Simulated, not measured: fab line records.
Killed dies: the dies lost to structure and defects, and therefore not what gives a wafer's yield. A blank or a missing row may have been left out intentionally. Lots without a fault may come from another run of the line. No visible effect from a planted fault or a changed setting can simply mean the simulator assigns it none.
fab line records	flow n5-finfet
record: lots: 24	wafers: 72	last-day: 17
route steps=1938 shown BEOL_M0_CUTY@708 BEOL_M0@715
lots untouched by any fault: they come from a run of this same line in which no faults occurred
start-h: the number of hours between the record's first day and the start of the first shown wafer of the lot	wait-h: hours from the lot's prior step to this one	" as in the row above	L1.1+2: a row that stands for several wafers	- value missing, or start not given	* or withheld: withheld	< > ~ a bound
route shown NAME@n: a module of which the file shows steps, and the number in the route of the first	usual: mean/standard deviation taken from wafers without a fault	same: alike in all rows	chamber/n: place in a boat	sites: the reading at each site	_std_site: how widely they spread, as a standard deviation	_edge_site: outer sites' mean less inner sites'	radius-mm: for every site, how far away it sits from the centre of the wafer	mask NAME#n: copy n	behind: the tool/chamber that last shaped the wafer	hold: why the lot was held/for how many hours/how that ended	device: transistor that didn't switch, given as n, p or np	end of line: the same wafers' tests at the end of the route	step lacking rows: just its recipe	killed: dies lost to structure and defects at the first sort, not the wafer's yield	map: dies across one wafer; x = killed, . = not, _ = none there
set.NAME: setting as actually run; set.NAME@STEP: the setting as run at that earlier step	model.NAME: the simulator's own value behind a step, which no gauge read
a sample of lots followed through the steps of the route, with each step as a table and each wafer as a row
services: when a tool's chamber went out of use (start-h, in hours from the record's first day, below 0 if earlier), for how many hours, and the reason
== steps ==
step: N5_BEOL_M0_CUTY_CD_MEAS_57
recipe: target-cd-nm: 200	landing-energy-ev: 500	detector: se-inlens	polarity: line
usual: cd-nm: 200.5/1
same: landing-energy-ev: 500
lot.wafer	tool	chamber	start-h	wait-h	cd-nm
L074.1	cd-sem-03	0	118.77	-	200.5
L074.4	"	0	"	"	200.4
L074.6	"	0	"	"	201.0
L075.1	cd-sem-02	0	121.75	-	201.3
L075.4	"	0	"	"	202.5
L075.6	"	0	"	"	201.2
L076.2	cd-sem-02	0	125.55	-	201.3
L076.3	"	0	"	"	200.7
L076.4	"	0	"	"	201.6
L077.2	cd-sem-03	0	133.27	-	201.9
L077.3	"	0	"	"	202.2
L077.5	"	0	"	"	201.6
L078.1	cd-sem-02	0	136.81	-	200.7
L078.2	"	0	"	"	200.7
L078.3	"	0	"	"	200.9
L079.3	cd-sem-03	0	142.08	-	199.0
L079.4	"	0	"	"	199.3
L079.5	"	0	"	"	200.1
L080.2	cd-sem-01	0	147.59	-	200.1
L080.3	"	0	"	"	200.2
L080.6	"	0	"	"	200.0
L081.2	cd-sem-01	0	159.12	-	198.3
L081.3	"	0	"	"	198.6
L081.4	"	0	"	"	200.1
L082.1	cd-sem-02	0	160.07	-	200.4
L082.4	"	0	"	"	200.8
L082.5	"	0	"	"	199.8
L083.1	cd-sem-03	0	167.11	-	202.1
L083.5	"	0	"	"	201.5
L083.6	"	0	"	"	201.6
L084.1	cd-sem-02	0	174.85	-	199.7
L084.2	"	0	"	"	201.5
L084.4	"	0	"	"	198.4
L085.3	cd-sem-02	0	191.74	-	201.0
L085.4	"	0	"	"	200.4
L085.5	"	0	"	"	199.7
L086.1	cd-sem-02	0	192.37	-	200.3
L086.2	"	0	"	"	200.8
L086.4	"	0	"	"	201.6
L087.2	cd-sem-03	0	201.54	-	200.6
L087.4	"	0	"	"	200.2
L087.5	"	0	"	"	200.6
L088.3	cd-sem-02	0	205.65	-	200.5
L088.4	"	0	"	"	201.3
L088.5	"	0	"	"	202.2
L089.1	cd-sem-02	0	209.56	-	198.5
L089.2	"	0	"	"	200.7
L089.6	"	0	"	"	199.4
L090.1	cd-sem-01	0	214.91	-	199.5
L090.4	"	0	"	"	198.6
L090.5	"	0	"	"	200.1
L091.3	cd-sem-03	0	217.86	-	198.8
L091.4	"	0	"	"	200.7
L091.5	"	0	"	"	200.4
L092.1	cd-sem-03	0	223.48	-	202.1
L092.2	"	0	"	"	201.9
L092.5	"	0	"	"	201.7
L093.3	cd-sem-03	0	236.87	-	200.5
L093.4	"	0	"	"	200.8
L093.6	"	0	"	"	201.1
L094.1	cd-sem-01	0	238.94	-	200.5
L094.4	"	0	"	"	201.2
L094.5	"	0	"	"	200.0
L095.1	cd-sem-01	0	244.75	-	199.7
L095.4	"	0	"	"	199.2
L095.6	"	0	"	"	200.4
L096.3	cd-sem-02	0	253.78	-	200.3
L096.5	"	0	"	"	201.1
L096.6	"	0	"	"	199.8
L097.1	cd-sem-02	0	254.72	-	201.1
L097.2	"	0	"	"	200.5
L097.5	"	0	"	"	200.7
step: N5_BEOL_M0_ETCH_138
recipe: chemistry: CH3F/O2	target-depth-a: 120	target: SiCN	time-s: 31.6	ion-energy-ev: 120	pressure-mtorr: 30	source-w: 395	bias-w: 75	Ar_flow_sccm: 150	CH3F_flow_sccm: 30	O2_flow_sccm: 20	ends: cleared
usual: drypump-motor-current-A: 5.6/0.51	etch-rf-on-time-s: 29.2/0.96	oes-product-au: 0.67/0.069	rf-vpp-V: 297.3/1.8	showerhead-plenum-p-Torr: 2.00/0.081	throttle-valve-pct: 16.37/0.22
lot.wafer	tool	chamber	start-h	wait-h	drypump-motor-current-A	etch-rf-on-time-s	oes-product-au	rf-hours-counter-h	rf-vpp-V	showerhead-plenum-p-Torr	throttle-valve-pct
L074.1	rie-diel-05	0	119.27	0.0	5.9	27.9	0.67	102	299.8	2.12	16.61
L074.4	"	1	"	"	5.1	29.0	0.80	17	296.4	1.97	16.13
L074.6	"	0	"	"	5.9	28.4	0.67	-	298.6	2.12	16.59
L075.1	rie-diel-05	3	122.04	0.0	6.4	29.9	0.59	216	295.7	1.90	16.36
L075.4	"	2	"	"	5.4	29.6	0.77	30	301.1	2.10	15.93
L075.6	"	3	"	"	6.4	30.6	0.59	-	295.5	1.90	16.36
L076.2	rie-diel-06	0	125.84	0.0	4.8	28.2	0.66	135	294.1	1.94	16.35
L076.3	"	2	"	"	5.3	28.2	0.65	162	296.7	1.99	16.45
L076.4	"	1	"	"	5.6	29.5	0.64	173	297.8	2.00	16.66
L077.2	rie-diel-05	3	133.57	0.0	6.4	28.5	0.60	219	294.3	1.89	16.38
L077.3	"	0	"	"	5.9	27.5	0.67	106	299.2	2.11	16.62
L077.5	"	3	"	"	6.4	29.7	0.58	-	294.8	1.89	16.38
L078.1	rie-diel-05	2	137.26	0.0	5.4	30.5	0.76	34	299.6	2.10	15.94
L078.2	"	0	"	"	5.9	29.8	0.66	107	299.3	2.11	16.62
L078.3	"	1	"	"	5.1	29.4	0.78	22	296.0	1.97	16.14
L079.3	rie-diel-06	2	142.65	0.0	5.3	28.7	0.63	169	296.4	1.99	16.46
L079.4	"	0	"	"	4.8	30.6	0.64	-	295.7	1.93	16.37
L079.5	"	3	"	"	4.9	29.5	0.57	-	295.2	1.90	16.69
L080.2	rie-diel-04	1	147.88	0.0	5.9	29.0	0.64	170	294.3	1.90	16.11
L080.3	"	3	"	"	5.0	29.2	0.66	117	297.4	2.02	16.49
L080.6	"	2	"	"	6.3	28.4	0.74	-	297.3	1.97	16.52
L081.2	rie-diel-04	3	159.41	0.0	5.1	29.1	0.65	121	297.3	2.02	16.50
L081.3	"	0	"	"	5.7	31.1	0.58	209	298.5	2.07	16.40
L081.4	"	1	"	"	5.8	29.5	0.64	174	295.3	1.90	16.13
L082.1	rie-diel-04	0	160.37	0.0	5.7	30.2	0.59	209	298.4	2.07	16.41
L082.4	"	1	"	"	5.8	29.4	0.64	174	295.7	1.89	16.14
L082.5	"	3	"	"	5.1	29.0	0.66	-	298.6	2.02	16.50
L083.1	rie-diel-06	1	167.41	0.0	5.6	29.7	0.63	183	296.9	2.00	16.66
L083.5	"	0	"	"	4.8	31.0	0.64	-	295.5	1.93	16.38
L083.6	"	1	"	"	5.6	29.3	0.63	-	298.7	2.00	16.68
L084.1	rie-diel-04	2	175.39	0.0	6.3	28.1	0.73	55	295.7	1.96	16.53
L084.2	"	1	"	"	5.8	29.1	0.63	177	295.1	1.89	16.13
L084.4	"	0	"	"	5.8	30.5	0.58	213	298.2	2.07	16.40
L085.3	rie-diel-05	3	192.03	0.0	6.4	29.5	0.58	237	294.7	1.89	16.40
L085.4	"	2	"	"	5.3	28.9	0.73	54	298.8	2.10	16.00
L085.5	"	2	"	"	5.4	30.6	0.73	-	300.7	2.10	15.99
L086.1	rie-diel-04	2	192.84	0.0	6.3	27.7	0.73	60	297.7	1.96	16.54
L086.2	"	0	"	"	5.8	30.2	0.58	218	298.0	2.07	16.42
L086.4	"	1	"	"	5.9	29.8	0.63	182	295.0	1.89	16.12
L087.2	rie-diel-05	1	201.83	0.0	5.1	29.0	0.74	48	296.2	1.96	16.17
L087.4	"	3	"	"	6.4	30.5	0.57	241	295.0	1.89	16.42
L087.5	"	1	"	"	5.1	29.3	0.74	-	296.5	1.96	16.19
L088.3	rie-diel-05	3	205.94	0.0	6.4	30.3	0.57	243	295.8	1.89	16.40
L088.4	"	0	"	"	5.9	28.7	0.65	132	299.0	2.11	16.66
L088.5	"	0	"	"	5.9	29.9	0.65	-	300.7	2.11	16.66
L089.1	rie-diel-06	2	209.85	0.0	5.3	27.7	0.62	195	296.3	1.98	16.52
L089.2	"	0	"	"	4.8	28.1	0.64	168	295.2	1.93	16.42
L089.6	"	2	"	"	5.3	28.5	0.63	-	296.5	1.98	16.51
L090.1	rie-diel-06	0	215.21	0.0	4.8	27.9	0.63	170	296.6	1.92	16.43
L090.4	"	2	"	"	5.3	28.5	0.62	197	296.8	1.98	16.53
L090.5	"	2	"	"	5.3	28.3	0.63	-	297.4	1.98	16.53
L091.3	rie-diel-04	0	218.37	0.0	5.7	30.6	0.58	227	298.5	2.06	16.44
L091.4	"	2	"	"	6.3	29.3	0.72	69	295.8	1.96	16.56
L091.5	"	1	"	"	5.8	30.7	0.62	-	294.8	1.89	16.17
L092.1	rie-diel-04	2	223.79	0.0	6.3	28.8	0.72	72	295.2	1.96	16.58
L092.2	"	1	"	"	5.9	29.4	0.62	194	294.2	1.89	16.14
L092.5	"	0	"	"	5.7	31.4	0.57	-	299.3	2.06	16.42
L093.3	rie-diel-06	3	237.16	0.0	4.9	28.6	0.80	21	301.1	2.14	16.27
L093.4	"	0	"	"	4.8	30.1	0.63	177	295.6	1.92	16.43
L093.6	"	3	"	"	4.9	27.4	0.80	-	299.6	2.14	16.27
L094.1	rie-diel-04	0	239.23	0.0	5.7	29.4	0.57	233	300.4	2.06	16.44
L094.4	"	2	"	"	6.3	29.2	0.71	78	294.9	1.96	16.59
L094.5	"	2	"	"	6.3	29.1	0.71	-	297.0	1.96	16.58
L095.1	rie-diel-05	2	245.04	0.0	5.3	29.8	0.72	76	299.8	2.09	16.04
L095.4	"	1	"	"	5.1	29.2	0.72	-	297.2	1.95	16.23
L095.6	"	0	"	"	5.9	29.2	0.64	-	298.5	2.10	16.67
L096.3	rie-diel-05	0	254.07	0.0	5.9	27.2	0.63	150	299.6	2.10	16.69
L096.5	"	1	"	"	5.1	29.2	0.72	-	296.4	1.95	16.22
L096.6	"	2	"	"	5.3	29.0	0.70	-	298.1	2.09	16.02
L097.1	rie-diel-05	3	255.02	0.0	6.4	29.2	0.83	3	299.4	2.13	15.99
L097.2	"	2	"	"	5.3	30.2	0.70	79	299.9	2.09	16.05
L097.5	"	3	"	"	6.4	30.7	0.82	-	299.6	2.13	15.95
step: N5_BEOL_M0_TRENCH_ETCH_107
recipe: chemistry: C4F6/O2	target-depth-a: 328	target: SiOC	time-s: 16.4	ion-energy-ev: 250	pressure-mtorr: 30	source-w: 355	bias-w: 185	Ar_flow_sccm: 300	C4F6_flow_sccm: 10	O2_flow_sccm: 10
usual: drypump-motor-current-A: 5.5/0.49	oes-product-au: 0.78/0.081	rf-vpp-V: 658/10	showerhead-plenum-p-Torr: 2.85/0.11	throttle-valve-pct: 20.93/0.26
lot.wafer	tool	chamber	start-h	wait-h	drypump-motor-current-A	oes-product-au	rf-hours-counter-h	rf-vpp-V	showerhead-plenum-p-Torr	throttle-valve-pct
L074.1	rie-diel-05	2	120.24	0.0	5.4	0.91	29	664	2.99	20.46
L074.4	"	1	"	"	5.1	0.93	17	654	2.81	20.78
L074.6	"	3	"	"	6.4	0.69	-	645	2.70	20.89
L075.1	rie-diel-05	1	124.41	0.0	5.1	0.93	18	655	2.81	20.78
L075.4	"	2	"	"	5.4	0.91	31	663	2.99	20.45
L075.6	"	0	"	"	5.9	0.79	-	663	3.01	21.23
L076.2	rie-diel-05	1	126.45	0.0	5.1	0.93	19	654	2.81	20.77
L076.3	"	3	"	"	6.4	0.69	217	644	2.70	20.88
L076.4	"	2	"	"	5.4	0.90	31	665	2.99	20.47
L077.2	rie-diel-05	0	135.16	0.0	5.9	0.78	107	665	3.01	21.25
L077.3	"	2	"	"	5.4	0.90	33	664	2.98	20.44
L077.5	"	1	"	"	5.1	0.92	-	653	2.81	20.78
L078.1	rie-diel-06	2	140.56	0.0	5.3	0.75	169	647	2.83	20.97
L078.2	"	0	"	"	4.8	0.77	141	641	2.76	20.95
L078.3	"	3	"	"	4.9	0.69	254	650	2.71	21.24
L079.3	rie-diel-05	1	144.01	0.0	5.1	0.91	26	655	2.80	20.78
L079.4	"	0	"	"	5.9	0.78	110	666	3.00	21.24
L079.5	"	2	"	"	5.3	0.89	-	663	2.98	20.47
L080.2	rie-diel-05	1	148.51	0.0	5.1	0.90	27	654	2.80	20.80
L080.3	"	2	"	"	5.4	0.87	39	663	2.98	20.47
L080.6	"	2	"	"	5.4	0.87	-	664	2.98	20.48
L081.2	rie-diel-05	1	161.52	0.0	5.1	0.90	31	655	2.80	20.79
L081.3	"	0	"	"	5.9	0.77	116	664	3.00	21.27
L081.4	"	2	"	"	5.4	0.88	43	664	2.98	20.47
L082.1	rie-diel-06	0	161.76	0.0	4.8	0.76	150	641	2.76	20.97
L082.4	"	0	"	"	4.8	0.76	-	641	2.76	20.96
L082.5	"	2	"	"	5.3	0.74	-	649	2.82	20.98
L083.1	rie-diel-06	2	168.31	0.0	5.3	0.73	182	647	2.82	20.99
L083.5	"	0	"	"	4.8	0.76	-	642	2.76	20.97
L083.6	"	1	"	"	5.6	0.74	-	680	2.84	21.25
L084.1	rie-diel-05	1	178.19	0.0	5.1	0.88	39	654	2.80	20.80
L084.2	"	3	"	"	6.4	0.67	233	644	2.70	20.90
L084.4	"	2	"	"	5.4	0.87	50	664	2.98	20.50
L086.1	rie-diel-05	0	195.46	0.0	5.8	0.76	127	664	3.00	21.27
L086.2	"	3	"	"	6.4	0.67	239	644	2.69	20.90
L086.4	"	2	"	"	5.4	0.85	56	665	2.97	20.51
L085.3	rie-diel-04	2	195.65	0.0	6.3	0.85	61	652	2.80	21.17
L085.4	"	0	"	"	5.7	0.68	219	663	2.94	20.93
L085.5	"	1	"	"	5.9	0.74	-	665	2.70	20.58
L087.2	rie-diel-04	1	203.10	0.0	5.8	0.74	186	666	2.70	20.59
L087.4	"	3	"	"	5.0	0.76	134	663	2.87	21.11
L087.5	"	0	"	"	5.8	0.67	-	662	2.94	20.94
L088.3	rie-diel-05	3	207.27	0.0	6.4	0.66	243	643	2.69	20.91
L088.4	"	2	"	"	5.4	0.85	60	663	2.97	20.50
L088.5	"	2	"	"	5.4	0.86	-	663	2.97	20.51
L089.1	rie-diel-04	2	213.46	0.0	6.3	0.85	68	652	2.79	21.18
L089.2	"	0	"	"	5.8	0.66	225	664	2.93	20.96
L089.6	"	3	"	"	5.0	0.75	-	663	2.87	21.10
L090.1	rie-diel-04	2	217.32	0.0	6.3	0.85	69	654	2.79	21.19
L090.4	"	0	"	"	5.7	0.67	226	662	2.93	20.93
L090.5	"	0	"	"	5.8	0.67	-	662	2.93	20.95
L091.3	rie-diel-04	2	219.34	0.0	6.3	0.85	70	653	2.79	21.20
L091.4	"	3	"	"	5.1	0.75	139	663	2.86	21.12
L091.5	"	3	"	"	5.1	0.75	-	663	2.86	21.10
L092.1	rie-diel-05	1	224.46	0.0	5.1	0.85	56	654	2.79	20.82
L092.2	"	0	"	"	5.8	0.76	136	665	2.99	21.28
L092.5	"	3	"	"	6.4	0.66	-	644	2.69	20.92
L093.3	rie-diel-05	1	237.96	0.0	5.1	0.85	62	653	2.79	20.83
L093.4	"	1	"	"	5.1	0.85	-	653	2.79	20.83
L093.6	"	0	"	"	5.9	0.75	-	665	2.99	21.28
L094.1	rie-diel-06	2	241.93	0.0	5.3	0.72	207	646	2.81	21.03
L094.4	"	1	"	"	5.6	0.73	209	681	2.83	21.28
L094.5	"	2	"	"	5.3	0.72	-	647	2.81	21.02
L095.1	rie-diel-06	3	245.50	0.0	4.8	0.92	25	660	3.04	20.97
L095.4	"	2	"	"	5.3	0.71	208	647	2.81	21.03
L095.6	"	0	"	"	4.8	0.73	-	640	2.75	21.00
L096.3	rie-diel-04	2	254.74	0.0	6.3	0.83	83	652	2.79	21.20
L096.5	"	3	"	"	5.1	0.74	-	664	2.86	21.14
L096.6	"	2	"	"	6.3	0.82	-	652	2.79	21.21
L097.1	rie-diel-06	1	259.62	0.0	5.6	0.71	216	681	2.83	21.30
L097.2	"	2	"	"	5.3	0.71	214	646	2.81	21.03
L097.5	"	0	"	"	4.8	0.73	-	639	2.75	21.00
step: N5_BEOL_M0_STRIP_142
recipe: chemistry: N2/H2	time-s: 10	power-w: 450	temp-c: 40	pressure-mtorr: 20	rf-frequency-hz: 6e+07	bias-power-w: 7	n2-flow-sccm: 200	h2-flow-sccm: 200
usual: drypump-motor-current-A: 5.5/0.49	oes-product-au: 0.79/0.081	rf-vpp-V: 59.0/0.89	showerhead-plenum-p-Torr: 2.53/0.11	throttle-valve-pct: 23.71/0.23
lot.wafer	tool	chamber	start-h	wait-h	drypump-motor-current-A	oes-product-au	rf-hours-counter-h	rf-vpp-V	showerhead-plenum-p-Torr	throttle-valve-pct
L074.1	rie-diel-05	2	120.26	0.0	5.4	0.91	29	57.6	2.71	23.56
L074.4	"	1	"	"	5.1	0.94	17	58.9	2.48	23.47
L074.6	"	3	"	"	6.4	0.70	-	58.7	2.40	23.63
L075.1	rie-diel-05	1	124.44	0.0	5.1	0.93	18	58.1	2.48	23.46
L075.4	"	2	"	"	5.4	0.92	31	60.3	2.71	23.56
L075.6	"	0	"	"	5.9	0.79	-	59.3	2.66	23.77
L076.2	rie-diel-05	1	126.47	0.0	5.1	0.93	19	58.5	2.48	23.49
L076.3	"	3	"	"	6.4	0.70	217	59.8	2.39	23.66
L076.4	"	2	"	"	5.4	0.90	31	59.6	2.71	23.57
L077.2	rie-diel-05	0	135.19	0.0	5.9	0.78	107	59.2	2.66	23.77
L077.3	"	2	"	"	5.4	0.90	33	60.6	2.71	23.57
L077.5	"	1	"	"	5.1	0.92	-	59.7	2.48	23.48
L078.1	rie-diel-06	2	140.58	0.0	5.3	0.74	169	57.6	2.53	23.86
L078.2	"	0	"	"	4.8	0.76	141	58.9	2.43	23.23
L078.3	"	3	"	"	4.9	0.68	254	57.7	2.39	24.16
L079.3	rie-diel-05	1	144.03	0.0	5.1	0.91	26	58.2	2.48	23.49
L079.4	"	0	"	"	5.9	0.77	110	59.6	2.65	23.78
L079.5	"	2	"	"	5.4	0.89	-	60.8	2.71	23.58
L080.2	rie-diel-05	1	148.54	0.0	5.1	0.90	27	60.9	2.48	23.48
L080.3	"	2	"	"	5.4	0.88	39	56.7	2.71	23.57
L080.6	"	2	"	"	5.4	0.90	-	59.7	2.71	23.57
L081.2	rie-diel-05	1	161.54	0.0	5.1	0.91	31	59.6	2.48	23.51
L081.3	"	0	"	"	5.9	0.77	116	59.1	2.65	23.76
L081.4	"	2	"	"	5.4	0.89	43	58.7	2.71	23.57
L082.1	rie-diel-06	0	161.79	0.0	4.8	0.77	150	59.4	2.42	23.23
L082.4	"	0	"	"	4.8	0.76	-	58.7	2.42	23.25
L082.5	"	2	"	"	5.3	0.75	-	59.5	2.53	23.87
L083.1	rie-diel-06	2	168.34	0.0	5.3	0.75	182	58.0	2.53	23.89
L083.5	"	0	"	"	4.8	0.76	-	58.8	2.42	23.24
L083.6	"	1	"	"	5.6	0.73	-	59.9	2.53	24.18
L084.1	rie-diel-05	1	178.21	0.0	5.1	0.89	39	58.9	2.47	23.51
L084.2	"	3	"	"	6.4	0.68	233	60.6	2.39	23.67
L084.4	"	2	"	"	5.4	0.87	50	59.9	2.71	23.58
L086.1	rie-diel-05	0	195.48	0.0	5.9	0.76	127	59.4	2.65	23.80
L086.2	"	3	"	"	6.4	0.68	239	59.5	2.39	23.66
L086.4	"	2	"	"	5.4	0.86	56	61.2	2.70	23.57
L085.3	rie-diel-04	2	195.67	0.0	6.3	0.85	61	59.2	2.47	23.74
L085.4	"	0	"	"	5.7	0.68	219	58.7	2.62	23.98
L085.5	"	1	"	"	5.9	0.74	-	59.0	2.43	23.61
L087.2	rie-diel-04	1	203.12	0.0	5.9	0.74	186	58.7	2.43	23.63
L087.4	"	3	"	"	5.1	0.76	134	58.9	2.54	23.73
L087.5	"	0	"	"	5.7	0.68	-	59.3	2.62	23.99
L088.3	rie-diel-05	3	207.29	0.0	6.4	0.68	243	59.4	2.38	23.69
L088.4	"	2	"	"	5.4	0.88	60	57.6	2.70	23.59
L088.5	"	2	"	"	5.4	0.88	-	59.1	2.70	23.61
L089.1	rie-diel-04	2	213.49	0.0	6.3	0.85	68	59.2	2.47	23.75
L089.2	"	0	"	"	5.8	0.68	225	57.8	2.62	24.01
L089.6	"	3	"	"	5.1	0.75	-	59.2	2.53	23.73
L090.1	rie-diel-04	2	217.34	0.0	6.3	0.84	69	57.3	2.47	23.76
L090.4	"	0	"	"	5.7	0.67	226	58.7	2.62	24.01
L090.5	"	0	"	"	5.8	0.67	-	59.1	2.62	24.00
L091.3	rie-diel-04	2	219.36	0.0	6.3	0.85	70	58.5	2.47	23.76
L091.4	"	3	"	"	5.0	0.75	139	57.8	2.53	23.73
L091.5	"	3	"	"	5.0	0.75	-	60.0	2.53	23.74
L092.1	rie-diel-05	1	224.48	0.0	5.1	0.86	56	60.7	2.47	23.53
L092.2	"	0	"	"	5.9	0.77	136	59.8	2.64	23.81
L092.5	"	3	"	"	6.4	0.67	-	58.6	2.38	23.69
L093.3	rie-diel-05	1	237.98	0.0	5.1	0.85	62	59.6	2.47	23.54
L093.4	"	1	"	"	5.1	0.85	-	58.0	2.47	23.52
L093.6	"	0	"	"	5.9	0.75	-	59.2	2.64	23.81
L094.1	rie-diel-06	2	241.95	0.0	5.3	0.72	207	58.6	2.52	23.92
L094.4	"	1	"	"	5.6	0.72	209	58.6	2.52	24.21
L094.5	"	2	"	"	5.3	0.73	-	60.0	2.52	23.90
L095.1	rie-diel-06	3	245.52	0.0	4.9	0.92	25	59.0	2.71	23.97
L095.4	"	2	"	"	5.3	0.72	208	58.6	2.52	23.93
L095.6	"	0	"	"	4.8	0.73	-	59.3	2.41	23.27
L096.3	rie-diel-04	2	254.76	0.0	6.3	0.83	83	57.9	2.46	23.79
L096.5	"	3	"	"	5.1	0.74	-	58.1	2.53	23.76
L096.6	"	2	"	"	6.4	0.82	-	59.3	2.46	23.79
L097.1	rie-diel-06	1	259.65	0.0	5.6	0.71	216	57.6	2.51	24.23
L097.2	"	2	"	"	5.3	0.72	214	58.2	2.52	23.93
L097.5	"	0	"	"	4.8	0.73	-	59.0	2.41	23.32
step: N5_BEOL_M0_PRE_CLEAN_131
recipe: gas: NH3/H2	time-s: 15	temp-c: *	rf-power-w: 300
usual: heater-power-w: 78/13
lot.wafer	tool	chamber	start-h	wait-h	heater-power-w
L074.1	cvd-co-02	2	123.13	0.0	84
L074.4	"	1	"	"	77
L074.6	"	0	"	"	75
L075.1	cvd-co-02	0	127.99	0.1	74
L075.4	"	2	"	"	83
L075.6	"	1	"	"	75
L076.2	cvd-co-02	1	129.24	0.0	77
L076.3	"	2	"	"	82
L076.4	"	2	"	"	85
L077.2	cvd-co-02	2	138.53	0.0	84
L077.3	"	1	"	"	76
L077.5	"	2	"	"	84
L078.1	cvd-co-02	0	144.54	0.1	73
L078.2	"	1	"	"	77
L078.3	"	2	"	"	83
L079.3	cvd-co-01	0	147.96	0.0	64
L079.4	"	0	"	"	63
L079.5	"	2	"	"	117
L080.2	cvd-co-02	1	151.37	0.0	76
L080.3	"	2	"	"	85
L080.6	"	2	"	"	85
L081.2	cvd-co-02	1	164.83	0.0	78
L081.3	"	2	"	"	84
L081.4	"	2	"	"	84
L082.1	cvd-co-01	0	165.00	0.0	63
L082.4	"	0	"	"	64
L082.5	"	1	"	"	67
L083.1	cvd-co-02	2	172.81	0.0	84
L083.5	"	2	"	"	87
L083.6	"	1	"	"	77
L084.1	cvd-co-01	0	181.73	0.0	65
L084.2	"	1	"	"	65
L084.4	"	2	"	"	118
L086.1	cvd-co-02	1	198.64	0.0	78
L086.2	"	2	"	"	85
L086.4	"	0	"	"	74
L085.3	cvd-co-01	0	198.92	0.1	65
L085.4	"	1	"	"	67
L085.5	"	0	"	"	64
L087.2	cvd-co-01	0	206.19	0.0	63
L087.4	"	1	"	"	66
L087.5	"	1	"	"	67
L088.3	cvd-co-02	0	210.18	0.0	73
L088.4	"	2	"	"	85
L088.5	"	0	"	"	75
L089.1	cvd-co-02	1	216.13	0.0	77
L089.2	"	2	"	"	84
L089.6	"	2	"	"	82
L090.1	cvd-co-02	0	220.58	0.1	75
L090.4	"	2	"	"	82
L090.5	"	0	"	"	75
L091.3	cvd-co-01	0	221.81	0.0	65
L091.4	"	1	"	"	67
L091.5	"	0	"	"	65
L092.1	cvd-co-02	1	226.86	0.0	76
L092.2	"	0	"	"	74
L092.5	"	2	"	"	89
L093.3	cvd-co-02	0	242.58	0.2	75
L093.4	"	2	"	"	86
L093.6	"	1	"	"	76
L094.1	cvd-co-02	0	246.20	0.1	75
L094.4	"	1	"	"	77
L094.5	"	0	"	"	76
L095.1	cvd-co-02	0	247.87	0.0	77
L095.4	"	1	"	"	75
L095.6	"	2	"	"	84
L096.3	cvd-co-01	0	259.48	0.0	65
L096.5	"	1	"	"	68
L096.6	"	2	"	"	118
L097.1	cvd-co-02	0	262.37	0.0	76
L097.2	"	1	"	"	77
L097.5	"	1	"	"	77
step: N5_BEOL_M0_RS_MEAS_126
recipe: thk-meas-gauge: four-point-probe	reads: Co_of_BEOL_M0_CO_CAP_123+Cu_of_BEOL_M0_ECD_118+Co_of_BEOL_M0_CVD_115+TaN_of_BEOL_M0_ALD_136
usual: M0_RS: 0.537/0.019
lot.wafer	tool	chamber	start-h	wait-h	M0_RS[ohm/sq]
L074.1	film-metro-02	-	123.38	0.1	0.510
L074.4	"	-	"	"	0.520
L074.6	"	-	"	"	0.533
L075.1	film-metro-01	-	128.22	0.1	0.557
L075.4	"	-	"	"	0.560
L075.6	"	-	"	"	0.543
L076.2	film-metro-01	-	129.73	0.3	0.523
L076.3	"	-	"	"	0.516
L076.4	"	-	"	"	0.514
L077.2	film-metro-02	-	138.76	0.1	0.577
L077.3	"	-	"	"	0.533
L077.5	"	-	"	"	0.542
L078.1	film-metro-02	-	144.94	0.2	0.528
L078.2	"	-	"	"	0.535
L078.3	"	-	"	"	0.528
L079.3	film-metro-02	-	148.19	0.1	0.535
L079.4	"	-	"	"	0.526
L079.5	"	-	"	"	0.541
L080.2	film-metro-02	-	151.60	0.1	0.572
L080.3	"	-	"	"	0.544
L080.6	"	-	"	"	0.554
L081.2	film-metro-02	-	165.05	0.1	0.527
L081.3	"	-	"	"	0.531
L081.4	"	-	"	"	0.506
L082.1	film-metro-02	-	165.22	0.0	0.540
L082.4	"	-	"	"	0.540
L082.5	"	-	"	"	0.557
L083.1	film-metro-01	-	173.03	0.0	0.555
L083.5	"	-	"	"	0.540
L083.6	"	-	"	"	0.553
L084.1	film-metro-02	-	181.95	0.0	0.564
L084.2	"	-	"	"	0.548
L084.4	"	-	"	"	0.542
L086.1	film-metro-02	-	198.86	0.1	0.537
L086.2	"	-	"	"	0.541
L086.4	"	-	"	"	0.531
L085.3	film-metro-02	-	199.18	0.1	0.553
L085.4	"	-	"	"	0.518
L085.5	"	-	"	"	0.540
L087.2	film-metro-01	-	206.47	0.1	0.528
L087.4	"	-	"	"	0.532
L087.5	"	-	"	"	0.551
L088.3	film-metro-02	-	210.40	0.1	0.537
L088.4	"	-	"	"	0.514
L088.5	"	-	"	"	0.521
L089.1	film-metro-01	-	216.38	0.1	0.570
L089.2	"	-	"	"	0.555
L089.6	"	-	"	"	0.539
L090.1	film-metro-01	-	220.92	0.1	0.558
L090.4	"	-	"	"	0.570
L090.5	"	-	"	"	0.579
L091.3	film-metro-01	-	222.03	0.1	0.507
L091.4	"	-	"	"	0.529
L091.5	"	-	"	"	0.528
L092.1	film-metro-01	-	227.09	0.0	0.524
L092.2	"	-	"	"	0.541
L092.5	"	-	"	"	0.534
L093.3	film-metro-01	-	242.80	0.1	0.550
L093.4	"	-	"	"	0.530
L093.6	"	-	"	"	0.513
L094.1	film-metro-02	-	246.42	0.0	0.519
L094.4	"	-	"	"	0.520
L094.5	"	-	"	"	0.506
L095.1	film-metro-02	-	248.09	0.0	0.550
L095.4	"	-	"	"	0.574
L095.6	"	-	"	"	0.542
L096.3	film-metro-02	-	259.70	0.1	0.541
L096.5	"	-	"	"	0.500
L096.6	"	-	"	"	0.521
L097.1	film-metro-02	-	262.59	0.0	0.537
L097.2	"	-	"	"	0.557
L097.5	"	-	"	"	0.511
== services ==
tool	chamber	start-h	hours	kind
cvd-co-01	-	110.74	6.9	pm
cvd-co-01	1	117.64	-	clean
cvd-co-01	1	117.64	22.0	scheduled-down
cvd-co-01	1	117.64	22.0	vent-cycle
rie-diel-06	3	149.23	-	clean
rie-diel-06	3	149.23	-	consumable-replace:focus-ring
rie-diel-06	3	149.23	-	consumable-replace:showerhead
rie-diel-04	-	164.74	4.3	pm
rie-diel-04	-	212.56	0.5	repair
rie-diel-05	0	213.29	4.7	repair
rie-diel-06	-	216.71	2.8	pm
cvd-co-02	-	218.36	0.3	repair
rie-diel-04	0	224.29	7.6	repair
rie-diel-05	3	226.40	-	clean
rie-diel-05	3	226.40	-	consumable-replace:focus-ring
rie-diel-05	3	226.40	-	consumable-replace:showerhead
rie-diel-05	3	226.40	20.0	scheduled-down
rie-diel-05	3	226.40	20.0	vent-cycle
rie-diel-04	-	228.63	2.8	pm
cvd-co-01	-	241.24	2.8	pm
rie-diel-06	3	258.82	2.4	repair
== key ==
fault none
